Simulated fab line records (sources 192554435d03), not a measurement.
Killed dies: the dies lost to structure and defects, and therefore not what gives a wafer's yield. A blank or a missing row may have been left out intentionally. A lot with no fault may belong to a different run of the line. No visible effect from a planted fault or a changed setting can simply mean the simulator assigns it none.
Matching of chambers	flow n5Finfet	4 sister chambers for N5_BEOL_M0_SAQP_STRIP_108 on rieDiel-06
The step strips in N2/H2. 7 wafers are shown with their chamber, then 9 later ones without.

## WAFERS PAIRED WITH THEIR CHAMBERS
wafer	chamber	showerheadPlenumPTorr (Torr)	drypumpMotorCurrentA (A)
L079.1	0	3.30	5.2
L082.5	3	3.35	5.5
L092.1	2	3.21	6.5
L092.6	1	3.46	5.6
L093.3	2	3.21	6.5
L093.4	3	3.33	5.4
L093.5	1	3.46	5.6

## WAFERS WHOSE CHAMBER IS MISSING
wafer	showerheadPlenumPTorr (Torr)	drypumpMotorCurrentA (A)
L094.1	3.21	6.5
L094.2	3.46	5.6
L094.3	3.29	5.2
L095.4	3.21	6.4
L095.5	3.46	5.6
L095.6	3.21	6.4
L096.2	3.45	5.6
L096.3	3.28	5.2
L096.6	3.21	6.5

## WHICH CHAMBER EACH WENT THROUGH
wafer	from the rows above	in truth
L094.1	2	2
L094.2	1	1
L094.3	0	0
L095.4	2	2
L095.5	1	1
L095.6	2	2
L096.2	1	1
L096.3	0	0
L096.6	2	2
Placed correctly: 9 of 9. Can't be placed from these rows: 0. Number placed wrongly: 0.
How it was worked out, from the rows above alone: a wafer's distance from a chamber is the root of the sum, over the readings, of the square of ((its reading less the chamber's mean) divided by the reading's scatter). The wafer belongs to the nearest chamber; if the next one is less than 2 further off, it can't be placed. Each chamber's mean is taken over the wafers shown for it. The scatter is the square root of a quotient: the sum, over the shown wafers, of each reading's squared deviation from its chamber's mean, divided by wafers minus chambers.
